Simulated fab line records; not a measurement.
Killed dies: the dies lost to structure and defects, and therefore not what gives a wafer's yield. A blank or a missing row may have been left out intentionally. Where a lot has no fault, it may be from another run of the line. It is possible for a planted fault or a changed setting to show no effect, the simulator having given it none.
Which tool was responsible? | flow nandHarc | Sampling: 11 lots, 33 wafers, 4 of 1302 route steps

WHAT EACH GAUGE READ, for each wafer
NHARC_P_M0_CD_MEAS_09: target cd 90 nm.
lot  | measured     | on       | cdNm (nm)
L601 | day 7 01:25  | cdSem-03 | 89.2 88.9 90.2
L603 | day 7 22:48  | cdSem-02 | 88.5 89.0 89.7
L605 | day 8 08:42  | cdSem-02 | 90.4 90.5 90.0
L606 | day 8 19:40  | cdSem-02 | 90.6 90.4 89.1
L608 | day 9 23:44  | cdSem-03 | 90.3 91.0 91.8
L611 | day 10 23:06 | cdSem-03 | 90.9 91.1 90.6
L612 | day 11 09:28 | cdSem-03 | 94.6 95.5 95.0
L616 | day 12 23:58 | cdSem-03 | 95.1 94.7 94.3
L620 | day 14 23:27 | cdSem-03 | 89.0 89.8 89.2
L621 | day 15 08:02 | cdSem-03 | 89.0 89.0 88.7
L622 | day 15 11:33 | cdSem-02 | 89.1 89.2 90.4

EACH LOT AND THE TOOL THAT RAN IT (in order: tool; ch and the chambers of the sampled wafers; start)
lot  | NHARC_P_CONTACT_ETCH_18                      | NHARC_P_CONTACT_DEGAS_38    | NHARC_P_M0_PEB_07
L601 | rieDiel-12 ch 0,1, day 6 23:01 or earlier    | pvdSputter-01, day 6 23:01  | lithoTrack-04 ch 0, day 7 01:20
L603 | rieDiel-05 ch 0,1, day 7 20:23 or earlier    | pvdSputter-03, day 7 20:23  | lithoTrack-04 ch 0, day 7 22:43
L605 | rieDiel-11 ch 1,2,3, day 8 06:18 or earlier  | pvdSputter-02, day 8 06:18  | lithoTrack-01 ch 0, day 8 08:38
L606 | rieDiel-05 ch 0,1,2, day 8 17:17 or earlier  | pvdSputter-01, day 8 17:17  | lithoTrack-04 ch 0, day 8 19:35
L608 | rieDiel-05 ch 0,3, day 9 21:28 or earlier    | pvdSputter-02, day 9 21:28  | lithoTrack-01 ch 0, day 9 23:39
L611 | rieDiel-11 ch 0,2,3, day 10 20:37 or earlier | pvdSputter-01, day 10 20:37 | lithoTrack-01 ch 0, day 10 23:01
L612 | rieDiel-12 ch 1,2, day 11 07:05 or earlier   | pvdSputter-03, day 11 07:05 | lithoTrack-01 ch 0, day 11 09:23
L616 | rieDiel-05 ch 0,1,3, day 12 21:33 or earlier | pvdSputter-01, day 12 21:33 | lithoTrack-01 ch 0, day 12 23:53
L620 | rieDiel-12 ch 0,3, day 14 21:02 or earlier   | pvdSputter-01, day 14 21:02 | lithoTrack-04 ch 0, day 14 23:22
L621 | rieDiel-11 ch 0,2,3, day 15 05:40 or earlier | pvdSputter-02, day 15 05:40 | lithoTrack-06 ch 0, day 15 07:58
L622 | rieDiel-12 ch 0,1,2, day 15 09:10 or earlier | pvdSputter-03, day 15 09:10 | lithoTrack-04 ch 0, day 15 11:28
- NHARC_P_CONTACT_ETCH_18: etches the open film in C4F8/O2/Ar, target depth 481 nm, time 240.5 s.
- NHARC_P_CONTACT_DEGAS_38: time 60 s.
- NHARC_P_M0_PEB_07: peb time 65 s.

THE ANSWER, worked out from the rows above alone
Rule: what is usual is taken from the lots themselves. Put in order of their means at a reading, lots are off if they are a third of the lots or fewer, leave a main group of 4 or more, and stand apart from it by a gap of 3 or more times the standard deviation of the main group's means; of several such gaps the widest counts. A main group whose means are all the same, to the digits that the tables above print for the reading, isn't used. Also off: a lot with no number at a reading for which 4 or more lots have one. Any other lot the step has rows for is counted as sound.
Off at NHARC_P_M0_CD_MEAS_09 (cdNm): L612, L616. The main group has a mean of 89.8 nm with a standard deviation of 0.72.
A tool fits if, at a process step before that reading, it ran every lot that is off, and no sound lot after the first of them. The gauges at NHARC_P_M0_CD_MEAS_09 are tried like those tools. Because NHARC_P_CONTACT_ETCH_18 lacks a start for some lots, the hours and order of its lots are taken from NHARC_P_CONTACT_DEGAS_38. One candidate fits, namely lithoTrack-01 at NHARC_P_M0_PEB_07. A fault onset in the window from L611 (day 10 23:01, its last sound lot) to L612 (day 11 09:23, its first lot off) fits.

WHAT HAD BEEN PUT IN BY THE SIMULATOR
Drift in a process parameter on lithoTrack-01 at NHARC_P_M0_PEB_07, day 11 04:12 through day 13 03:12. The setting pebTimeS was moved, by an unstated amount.
Shown lots that were struck: L612, L616. The same result came from the rule above.
